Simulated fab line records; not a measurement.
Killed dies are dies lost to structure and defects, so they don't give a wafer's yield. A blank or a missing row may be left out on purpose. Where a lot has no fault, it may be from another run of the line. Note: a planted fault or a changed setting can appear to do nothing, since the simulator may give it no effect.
Which tool did it? || flow nand-harc || Sampling: 7 lots, 20 wafers, 3 of 1302 route steps

## WHAT THE GAUGES READ, wafer by wafer
NHARC_A_ONON_D2_THK_MEAS_18: measures by ellipsometry.
{"lot": "L511", "measured": "day 13 03:56", "on": "film-metro-01", "thk-nm (nm)": "1005 1005 1005"}
{"lot": "L512", "measured": "day 14 00:41", "on": "film-metro-01", "thk-nm (nm)": "1008 1010 1008"}
{"lot": "L515", "measured": "day 14 22:13", "on": "film-metro-02", "thk-nm (nm)": "987 986 984"}
{"lot": "L519", "measured": "day 16 09:22", "on": "film-metro-01", "thk-nm (nm)": "999 999 999"}
{"lot": "L524", "measured": "day 19 00:40", "on": "film-metro-02", "thk-nm (nm)": "994 995 994"}
{"lot": "L528", "measured": "day 20 01:42", "on": "film-metro-02", "thk-nm (nm)": "913 1005"}
{"lot": "L533", "measured": "day 22 01:28", "on": "film-metro-02", "thk-nm (nm)": "1000 1001 1000"}

## WHAT TOOL EACH LOT RAN ON (gives the tool, then ch and the chambers of the sampled wafers, and finally the start)
{"lot": "L511", "NHARC_A_DECK1_JOINT_CMP_02": "cmp-02 ch 1,2, day 12 15:55", "NHARC_A_ONON_D2_DEP_16": "pecvd-onon-03 ch 0, day 13 03:25"}
{"lot": "L512", "NHARC_A_DECK1_JOINT_CMP_02": "cmp-02 ch 0,2,3, day 13 13:02", "NHARC_A_ONON_D2_DEP_16": "pecvd-onon-01 ch 0, day 14 00:11"}
{"lot": "L515", "NHARC_A_DECK1_JOINT_CMP_02": "cmp-04 ch 0,1,3, day 14 10:47", "NHARC_A_ONON_D2_DEP_16": "pecvd-onon-04 ch 0, day 14 21:43"}
{"lot": "L519", "NHARC_A_DECK1_JOINT_CMP_02": "cmp-04 ch 0,2,3, day 15 21:54", "NHARC_A_ONON_D2_DEP_16": "pecvd-onon-03 ch 0, day 16 08:58"}
{"lot": "L524", "NHARC_A_DECK1_JOINT_CMP_02": "cmp-01 ch 2,3, day 18 13:05", "NHARC_A_ONON_D2_DEP_16": "pecvd-onon-04 ch 0, day 19 00:09"}
{"lot": "L528", "NHARC_A_DECK1_JOINT_CMP_02": "cmp-02 ch 0,2, day 19 14:50", "NHARC_A_ONON_D2_DEP_16": "pecvd-onon-03 ch 0, day 20 01:22"}
{"lot": "L533", "NHARC_A_DECK1_JOINT_CMP_02": "cmp-02 ch 1,2, day 21 13:49", "NHARC_A_ONON_D2_DEP_16": "pecvd-onon-01 ch 0, day 22 01:01"}
- NHARC_A_DECK1_JOINT_CMP_02: polishes SiOx.
- NHARC_A_ONON_D2_DEP_16: target thk 1000 nm.

## THE ANSWER, worked out from the rows above alone
Rule: what is usual is taken from the lots themselves. Put in order of their means at a reading, lots are off if they are a third of the lots or fewer, leave a main group of 4 or more, and stand apart from it by a gap of 3 or more times the standard deviation of the main group's means; of several such gaps the widest counts. The tables above print the reading to a certain number of digits; a main group whose means all agree to those digits is not used. A lot without any number at a reading at which 4 lots or more have one is off too. The other lots that the step has rows for count as sound.
Off: L528, at NHARC_A_ONON_D2_THK_MEAS_18 (thk-nm). The main group has a mean of 999 nm with a standard deviation of 7.4.
A tool fits if, at a process step before that reading, it ran every lot that is off, and no sound lot after the first of them. The gauges at NHARC_A_ONON_D2_THK_MEAS_18 are tried like those tools. One fits: NHARC_A_ONON_D2_DEP_16 on pecvd-onon-03. A fault onset in the window from L519 (day 16 08:58, its last sound lot) to L528 (day 20 01:22, its first lot off) fits.

## WHAT THE SIMULATOR PUT IN
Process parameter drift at NHARC_A_ONON_D2_DEP_16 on pecvd-onon-03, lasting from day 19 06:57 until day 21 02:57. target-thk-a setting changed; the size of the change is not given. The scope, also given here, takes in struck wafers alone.
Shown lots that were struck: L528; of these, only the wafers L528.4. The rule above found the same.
